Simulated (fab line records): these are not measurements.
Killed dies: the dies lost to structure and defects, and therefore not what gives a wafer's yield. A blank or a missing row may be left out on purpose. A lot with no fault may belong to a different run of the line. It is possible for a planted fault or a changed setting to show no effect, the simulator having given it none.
fab line records	flow n5_finfet
record: lots: 9	wafers: 27	last_day: 16
route steps=1938 shown HKMG_FIN@402 BEOL_M4@1111
lots with no fault: from the same line, run without faults
start_h: hours from the record's first day to the start of the lot's first wafer shown	wait_h: how many hours have passed since the lot's step before this one	" identical to the entry in the row above	L1.1+2: a row that stands for several wafers	- either no value or no given start	* or withheld: withheld	< > ~ a bound
route shown NAME@n: names a module that has steps shown in the file, with the first one's number in the route	usual: the fault-free wafers' mean and standard deviation	same: alike in all rows	chamber/n: place in a boat	sites: each site's reading	_std_site: standard deviation of those values	_edge_site: mean of outer sites minus mean of inner sites	radius_mm: how far each site lies from the wafer's centre	mask NAME#n: copy n	behind: the most recent tool/chamber to have shaped the wafer	hold: cause of the lot's hold/its duration in hours/its outcome	device: whichever transistor did not switch (one of n, p or np)	end of line: tests of these same wafers at the route's end	for a step that has no rows: nothing shown but its recipe	killed: at the first sort, the dies lost to defects and structure; wafer yield is something else	map: a wafer's dies, x killed, . not, _ none there
set.NAME: the run value of the setting; set.NAME@STEP: its run value at that earlier step	model.NAME: the simulator's own value behind a step, which no gauge read
the route's steps for a sample of lots (tables are steps, rows are wafers)
services: a tool's chamber out of use, with start hour (start_h, from the record's first day; less than 0 if before it), hours out, and reason
== steps ==
step: N5_HKMG_FIN_ETCH_54
recipe: chemistry: CF4	target: SiARC	target_depth_a: 455	mask_material: CAR-ArF	time_s: 75.8	ion_energy_ev: 80	pressure_mtorr: 40	source_w: 545	bias_w: 36	Ar_flow_sccm: 100	cf4_flow_sccm: 100	ends: cleared
usual: chamber_pressure_mTorr: 40.00/0.037	drypump_motor_current_A: 5.7/0.46	etch_rf_on_time_s: 75.8/1.3	oes_product_au: 0.66/0.081	rf_vpp_V: 184.2/1.2	showerhead_plenum_p_Torr: 2.15/0.078	throttle_valve_pct: 15.65/0.26
lot.wafer	tool	chamber	start_h	wait_h	chamber_pressure_mTorr	drypump_motor_current_A	etch_rf_on_time_s	oes_product_au	rf_hours_counter_h	rf_vpp_V	showerhead_plenum_p_Torr	throttle_valve_pct
L315.3	rie_diel-02	3	76.20	0.0	40.03	5.8	78.2	0.59	198	183.9	2.12	15.63
L315.4	"	0	"	"	40.01	6.4	74.7	0.66	140	184.5	2.14	15.37
L315.5	"	1	"	"	39.97	6.6	75.5	0.73	-	184.5	2.26	15.29
L316.1	rie_diel-06	1	80.89	0.0	40.01	5.9	75.8	0.59	220	182.4	2.04	16.14
L316.3	"	0	"	"	40.05	5.8	75.2	0.60	198	184.1	2.12	15.91
L316.6	"	0	"	"	39.99	5.8	75.4	0.60	-	184.4	2.12	15.91
L317.1	rie_diel-06	2	85.55	0.0	39.91	5.1	76.2	0.64	158	182.9	2.05	15.88
L317.3	"	1	"	"	39.94	5.9	76.0	0.59	223	182.9	2.04	16.13
L317.4	"	3	"	"	40.05	5.7	74.3	0.83	3	184.6	2.28	15.33
L320.1	rie_diel-05	2	104.54	0.0	40.02	5.5	78.6	0.57	244	180.5	2.03	15.88
L320.4	"	2	"	"	40.02	5.5	77.8	0.57	-	182.0	2.03	15.88
L320.6	"	1	"	"	40.04	5.2	75.3	0.74	-	183.8	2.18	15.75
L325.2	rie_diel-05	3	138.63	0.0	39.99	4.9	77.3	0.61	180	185.0	2.22	15.70
L325.4	"	1	"	"	40.03	5.2	75.4	0.72	62	184.0	2.18	15.79
L325.5	"	0	"	"	39.98	5.9	75.0	0.82	-	183.9	2.10	15.14
L326.2	rie_diel-06	0	145.74	0.0	40.03	5.8	75.1	0.60	219	184.7	2.11	15.95
L326.4	"	1	"	"	40.04	5.9	75.6	0.58	-	183.1	2.03	16.18
L326.6	"	3	"	"	39.99	5.7	73.5	0.78	-	186.0	2.27	15.37
L331.3	rie_diel-02	3	168.10	0.0	40.01	5.8	77.0	0.58	230	185.0	2.11	15.70
L331.4	"	1	"	"	40.00	6.6	74.3	0.72	77	185.6	2.25	15.35
L331.5	"	0	"	"	40.03	6.3	74.0	0.65	-	183.6	2.13	15.43
L332.2	rie_diel-02	3	175.26	0.0	40.01	5.7	77.5	0.57	232	183.2	2.11	15.71
L332.4	"	0	"	"	40.00	6.3	74.7	0.64	172	184.7	2.13	15.43
L332.6	"	2	"	"	39.91	5.9	76.5	0.62	-	184.2	2.21	15.55
L334.1	rie_diel-02	0	190.89	0.0	40.01	6.3	74.3	0.64	178	183.2	2.13	15.42
L334.4	"	0	"	"	39.98	6.4	74.7	0.64	-	184.4	2.13	15.44
L334.6	"	2	"	"	40.01	5.9	76.5	0.62	-	184.3	2.21	15.56
step: N5_HKMG_FIN_THK_MEAS_70
recipe: thk_meas_gauge: xrf	reads: HfO2_of_HKMG_FIN_HK_ALD_01
usual: HK_THK: 1.614/0.019
lot.wafer	tool	chamber	start_h	wait_h	HK_THK[nm]
L315.3	film_metro-02	-	78.57	0.2	1.636
L315.4	"	-	"	"	1.621
L315.5	"	-	"	"	1.606
L316.1	film_metro-01	-	83.47	0.2	1.586
L316.3	"	-	"	"	1.610
L316.6	"	-	"	"	1.606
L317.1	film_metro-01	-	87.99	0.2	1.637
L317.3	"	-	"	"	1.618
L317.4	"	-	"	"	1.604
L320.1	film_metro-02	-	106.92	0.2	1.613
L320.4	"	-	"	"	1.590
L320.6	"	-	"	"	1.560
L325.2	film_metro-01	-	141.10	0.2	1.607
L325.4	"	-	"	"	1.626
L325.5	"	-	"	"	1.626
L326.2	film_metro-02	-	148.18	0.2	1.633
L326.4	"	-	"	"	1.593
L326.6	"	-	"	"	1.600
L331.3	film_metro-01	-	170.98	0.2	1.636
L331.4	"	-	"	"	1.632
L331.5	"	-	"	"	1.637
L332.2	film_metro-02	-	177.74	0.2	1.642
L332.4	"	-	"	"	1.645
L332.6	"	-	"	"	1.566
L334.1	film_metro-01	-	193.27	0.2	1.612
L334.4	"	-	"	"	1.624
L334.6	"	-	"	"	1.611
step: N5_HKMG_FIN_PEB_10
recipe: peb_temp_c: withheld	peb_time_s: 60	resist: CAR-ArF
lot.wafer	tool	chamber	start_h	wait_h
L315.3+4+5	litho_track-01	0	79.25	0.0
L316.1+3+6	litho_track-04	0	84.28	0.1
L317.1+3+4	litho_track-02	0	88.80	0.1
L320.1+4+6	litho_track-01	0	107.73	0.1
L325.2+4+5	litho_track-02	0	141.91	0.0
L326.2+4+6	litho_track-04	0	148.99	0.0
L331.3+4+5	litho_track-02	0	171.79	0.0
L332.2+4+6	litho_track-01	0	178.43	0.0
L334.1+4+6	litho_track-01	0	194.08	0.1
step: N5_HKMG_FIN_CD_MEAS_12
recipe: target_cd_nm: 92.8	landing_energy_ev: 500	detector: se_inlens
usual: cd_nm: 92.9/0.54
lot.wafer	tool	chamber	start_h	wait_h	cd_nm
L315.3	cd_sem-03	0	79.32	-	93.5
L315.4	"	0	"	"	93.1
L315.5	"	0	"	"	93.3
L316.1	cd_sem-01	0	84.34	-	93.0
L316.3	"	0	"	"	92.3
L316.6	"	0	"	"	92.8
L317.1	cd_sem-01	0	88.86	-	92.9
L317.3	"	0	"	"	93.0
L317.4	"	0	"	"	93.0
L320.1	cd_sem-02	0	107.79	-	93.0
L320.4	"	0	"	"	92.7
L320.6	"	0	"	"	91.8
L325.2	cd_sem-02	0	141.98	-	92.9
L325.4	"	0	"	"	92.3
L325.5	"	0	"	"	92.7
L326.2	cd_sem-02	0	149.06	-	92.4
L326.4	"	0	"	"	92.9
L326.6	"	0	"	"	93.0
L331.3	cd_sem-03	0	171.86	-	92.6
L331.4	"	0	"	"	88.5
L331.5	"	0	"	"	92.6
L332.2	cd_sem-02	0	178.49	-	92.7
L332.4	"	0	"	"	92.1
L332.6	"	0	"	"	93.0
L334.1	cd_sem-03	0	194.15	-	92.7
L334.4	"	0	"	"	93.1
L334.6	"	0	"	"	92.7
step: N5_HKMG_FIN_STRIP_89
recipe: chemistry: N2/H2	material: SOC	time_s: 20	power_w: 500	temp_c: 40	pressure_mtorr: 50	rf_frequency_hz: 6e+07	bias_power_w: 8	h2_frac: 0.5	n2_flow_sccm: 300	h2_flow_sccm: 300
usual: chamber_pressure_mTorr: 50.01/0.046	drypump_motor_current_A: 5.6/0.45	oes_product_au: 0.79/0.1	rf_vpp_V: 54.3/0.84	showerhead_plenum_p_Torr: 3.39/0.13	throttle_valve_pct: 19.2/0.34
same: time_s: 20
lot.wafer	tool	chamber	start_h	wait_h	chamber_pressure_mTorr	drypump_motor_current_A	oes_product_au	rf_hours_counter_h	rf_vpp_V	showerhead_plenum_p_Torr	throttle_valve_pct
L315.3	rie_diel-06	3	80.79	0.0	49.98	5.8	0.98	1	54.0	3.58	18.9
L315.4	"	0	"	"	49.99	5.8	0.71	198	54.5	3.34	19.6
L315.5	"	1	"	"	50.05	5.9	0.69	-	52.9	3.20	20.0
L316.1	rie_diel-02	3	85.86	0.0	49.97	5.8	0.69	201	53.3	3.33	19.0
L316.3	"	1	"	"	49.95	6.5	0.85	56	53.6	3.55	18.8
L316.6	"	0	"	"	50.06	6.4	0.77	-	54.8	3.36	18.6
L317.1	rie_diel-06	2	90.38	0.0	49.99	5.1	0.73	160	55.0	3.22	19.4
L317.3	"	0	"	"	50.06	5.8	0.71	202	54.9	3.34	19.6
L317.4	"	1	"	"	49.96	5.9	0.69	225	53.1	3.19	20.0
L320.1	rie_diel-05	2	109.40	0.0	50.04	5.5	0.67	247	52.9	3.18	19.0
L320.4	"	3	"	"	50.05	4.9	0.72	-	55.2	3.50	19.1
L320.6	"	1	"	"	49.89	5.2	0.85	-	53.9	3.42	19.3
L325.2	rie_diel-05	2	143.54	0.0	50.05	5.6	0.94	2	54.3	3.58	18.6
L325.4	"	3	"	"	50.01	4.8	0.71	183	54.4	3.49	19.1
L325.5	"	2	"	"	50.00	5.5	0.94	-	54.9	3.58	18.6
L326.2	rie_diel-05	1	150.58	0.0	49.99	5.2	0.83	66	53.8	3.41	19.3
L326.4	"	3	"	"	50.07	4.8	0.70	-	54.9	3.49	19.1
L326.6	"	1	"	"	50.02	5.2	0.83	-	53.7	3.42	19.3
L331.3	rie_diel-05	2	173.32	0.0	50.03	5.6	0.91	9	54.0	3.58	18.6
L331.4	"	0	"	"	49.89	5.9	0.92	23	53.2	3.28	18.9
L331.5	"	0	"	"	50.02	5.9	0.92	-	55.3	3.28	18.9
L332.2	rie_diel-02	3	179.96	0.0	49.99	5.8	0.67	235	53.7	3.32	19.1
L332.4	"	0	"	"	50.00	6.4	0.75	174	53.7	3.34	18.7
L332.6	"	2	"	"	49.96	6.0	0.72	-	53.6	3.47	19.1
L334.1	rie_diel-06	1	195.63	0.0	49.98	5.9	0.98	5	54.6	3.58	19.7
L334.4	"	0	"	"	49.96	5.9	0.68	240	53.1	3.32	19.6
L334.6	"	2	"	"	50.01	5.1	0.72	-	53.9	3.20	19.4
step: N5_BEOL_M4_RC_MEAS_101
usual: DIBL_N: 35.9/1.4	DIBL_P: 35.9/1.7	IOFF_N: 0.155/0.023	IOFF_P: 0.201/0.029	ION_N: 672/8.8	ION_P: 460/7	SS_N: 71.6/0.48	SS_P: 73.1/0.64	VT_N: 250.0/3	VT_P: -251.6/3
lot.wafer	tool	chamber	start_h	wait_h	DIBL_N[mV/V]	DIBL_P[mV/V]	IOFF_N[nA/um]	IOFF_P[nA/um]	ION_N[uA/um]	ION_P[uA/um]	SS_N[mV/dec]	SS_P[mV/dec]	VT_N[mV]	VT_P[mV]
L315.3	prober-02	0	170.23	0.3	34.6	35.1	0.131	0.195	667	460	71.7	73.3	250.4	-252.1
L315.4	"	0	"	"	38.2	38.6	0.191	0.252	680	464	72.2	74.6	245.9	-250.6
L315.5	"	0	"	"	37.1	37.4	0.174	0.229	672	459	71.7	74.0	247.3	-249.8
L316.1	prober-02	0	172.95	0.0	34.9	33.6	0.130	0.184	652	452	71.9	72.2	256.1	-249.7
L316.3	"	0	"	"	34.1	33.5	0.120	0.181	660	455	71.0	72.6	254.3	-250.7
L316.6	"	0	"	"	35.3	35.0	0.145	0.213	664	463	71.7	72.7	251.9	-250.3
L317.1	prober-02	0	182.94	0.0	35.3	34.0	0.146	0.207	672	469	71.8	72.6	252.7	-248.6
L317.3	"	0	"	"	35.4	34.6	0.144	0.206	670	462	71.1	73.0	250.4	-247.5
L317.4	"	0	"	"	36.0	36.0	0.163	0.232	688	475	72.0	73.2	248.6	-247.8
L320.1	prober-01	0	191.89	0.0	32.8	34.9	0.126	0.168	663	453	71.3	73.3	254.2	-257.0
L320.4	"	0	"	"	35.5	37.1	0.165	0.200	671	456	71.5	73.6	250.1	-254.1
L320.6	"	0	"	"	35.6	37.1	0.161	0.208	668	459	72.1	73.6	251.3	-250.2
L325.2	prober-01	0	243.98	0.2	34.5	35.1	0.126	0.184	654	457	71.1	72.0	255.7	-250.0
L325.4	"	0	"	"	37.0	37.8	0.169	0.221	685	474	71.7	73.6	249.0	-250.5
L325.5	"	0	"	"	35.2	35.1	0.134	0.179	661	460	70.8	72.5	250.9	-252.3
L326.2	prober-01	0	248.54	0.2	33.6	36.2	0.151	0.208	674	467	71.8	72.9	248.0	-249.2
L326.4	"	0	"	"	34.7	37.1	0.157	0.220	673	465	71.6	74.4	249.8	-249.0
L326.6	"	0	"	"	33.2	35.7	0.140	0.197	665	463	71.6	73.1	250.3	-251.5
L331.3	prober-01	0	269.49	0.3	38.6	36.4	0.165	0.210	677	464	71.7	73.7	249.1	-251.6
L331.4	"	0	"	"	39.0	37.3	0.177	0.217	675	457	71.8	74.6	250.3	-251.7
L331.5	"	0	"	"	37.4	35.3	0.144	0.196	675	458	71.4	73.4	247.9	-251.1
L332.2	prober-02	0	275.49	0.2	36.4	35.5	0.143	0.189	663	457	72.0	73.6	251.3	-252.0
L332.4	"	0	"	"	35.6	35.2	0.139	0.183	666	455	71.2	72.5	253.8	-253.8
L332.6	"	0	"	"	35.2	34.7	0.133	0.179	671	466	70.8	72.3	253.2	-254.1
L334.1	prober-01	0	286.94	0.0	36.6	37.5	0.168	0.213	682	461	72.3	73.8	248.7	-250.7
L334.4	"	0	"	"	36.3	37.9	0.170	0.217	676	460	72.0	74.1	248.1	-251.7
L334.6	"	0	"	"	35.4	36.6	0.149	0.199	668	461	72.8	73.7	250.8	-250.6
== services ==
tool	chamber	start_h	hours	kind
rie_diel-05	2	52.94	3.9	repair
rie_diel-06	0	52.95	4.0	repair
rie_diel-06	0	71.63	6.5	repair
rie_diel-02	-	77.79	0.1	repair
rie_diel-02	-	80.40	2.8	pm
rie_diel-05	3	85.44	2.8	repair
rie_diel-05	0	97.85	-	clean
rie_diel-05	0	97.85	-	consumable_replace:focus_ring
rie_diel-05	0	97.85	20.0	scheduled_down
rie_diel-05	0	97.85	20.0	vent_cycle
rie_diel-06	1	99.50	6.9	repair
rie_diel-05	2	118.45	-	clean
rie_diel-05	2	118.45	-	consumable_replace:focus_ring
rie_diel-05	2	118.45	-	consumable_replace:showerhead
rie_diel-05	2	118.45	17.9	scheduled_down
rie_diel-05	2	118.45	17.9	vent_cycle
rie_diel-06	1	170.03	-	clean
rie_diel-06	1	170.03	-	consumable_replace:focus_ring
rie_diel-06	1	170.03	-	consumable_replace:showerhead
rie_diel-06	1	170.03	12.2	scheduled_down
rie_diel-06	1	170.03	12.2	vent_cycle
== key ==
first_sign: step: N5_HKMG_FIN_CD_MEAS_12	reading: cd_nm	direction: down	sigmas: 8.2	usual: 92.9	struck: 88.5
effect none on later readings
met_at N5_HKMG_FIN_PEB_10
struck_lots L331
struck_wafers L331.4
not_acting_at N5_HKMG_FIN_ETCH_54,N5_HKMG_FIN_THK_MEAS_70,N5_HKMG_FIN_STRIP_89
onset_between 141.91 171.79
fault: kind: process_parameter_drift	tool: litho_track-02	chamber: -	onset_h: 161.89	steps: N5_HKMG_FIN_PEB_10	channel: peb_time_s	offset: *	shape: step	end_h: 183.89	scope: struck_wafers_only	acts_in: *	stated: *
